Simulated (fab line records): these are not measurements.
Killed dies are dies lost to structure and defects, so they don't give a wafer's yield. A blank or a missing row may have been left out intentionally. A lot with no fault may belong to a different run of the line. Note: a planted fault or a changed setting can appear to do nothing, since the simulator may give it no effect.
Chamber matching -- flow n5 finfet -- 4 sister chambers for N5_BEOL_M1_STRIP_66 on rie diel-05
The step strips in CF4. 20 wafers are shown with their chamber, then 10 later ones without.

EACH WAFER AND ITS CHAMBER
wafer,chamber,drypump motor current A (A),showerhead plenum p Torr (Torr),oes product au (a.u.)
L074.3,1,5.1,1.85,0.86
L074.4,2,5.9,1.78,0.73
L074.5,0,5.3,1.78,0.74
L077.1,1,5.1,1.85,0.85
L077.3,0,5.3,1.78,0.73
L077.6,0,5.3,1.78,0.72
L079.1,0,5.3,1.78,0.72
L079.3,2,5.9,1.78,0.73
L079.5,2,5.9,1.78,0.73
L078.1,2,5.9,1.78,0.73
L078.4,0,5.3,1.78,0.73
L078.5,1,5.1,1.85,0.84
L081.1,1,5.1,1.84,0.85
L081.3,0,5.3,1.78,0.73
L081.6,3,6.3,1.91,0.96
L083.3,2,5.8,1.78,0.73
L083.5,0,5.3,1.78,0.72
L083.6,1,5.1,1.84,0.85
L085.2,0,5.3,1.78,0.71
L085.3,3,6.3,1.90,0.94

SIGNATURES (averages over the wafers above)
reading,chamber 0,chamber 1,chamber 2,chamber 3,scatter within a chamber
drypump motor current A,5.300,5.100,5.880,6.300,0.0224
showerhead plenum p Torr,1.7800,1.8460,1.7800,1.9050,0.00326
oes product au,0.7250,0.8500,0.7300,0.9500,0.00791
Rule: distance of a wafer from a chamber = root of the sum over the readings of ((wafer's reading minus chamber's mean) / reading's scatter) squared. The wafer belongs to the nearest chamber; if the next one is less than 2 further off, it can't be placed. The scatter is the square root of a quotient: the sum, over the shown wafers, of each reading's squared deviation from its chamber's mean, divided by wafers minus chambers.

WAFERS WITHOUT THEIR CHAMBER
wafer,drypump motor current A (A),showerhead plenum p Torr (Torr),oes product au (a.u.)
L085.5,6.3,1.90,0.93
L086.2,5.9,1.78,0.72
L086.3,5.1,1.84,0.84
L086.6,5.3,1.78,0.72
L088.1,5.9,1.78,0.72
L088.2,5.2,1.84,0.83
L088.3,6.3,1.90,0.93
L094.1,6.4,1.90,0.91
L094.2,5.3,1.78,0.72
L094.4,5.1,1.84,0.83

THE CHAMBER EACH PASSED THROUGH
wafer,from the rows above,in truth
L085.5,3,3
L086.2,2,2
L086.3,1,1
L086.6,0,0
L088.1,2,2
L088.2,1,1
L088.3,3,3
L094.1,3,3
L094.2,0,0
L094.4,1,1
Placed correctly: 10 of 10. Left unplaced by these rows: 0. Placed wrongly: 0.
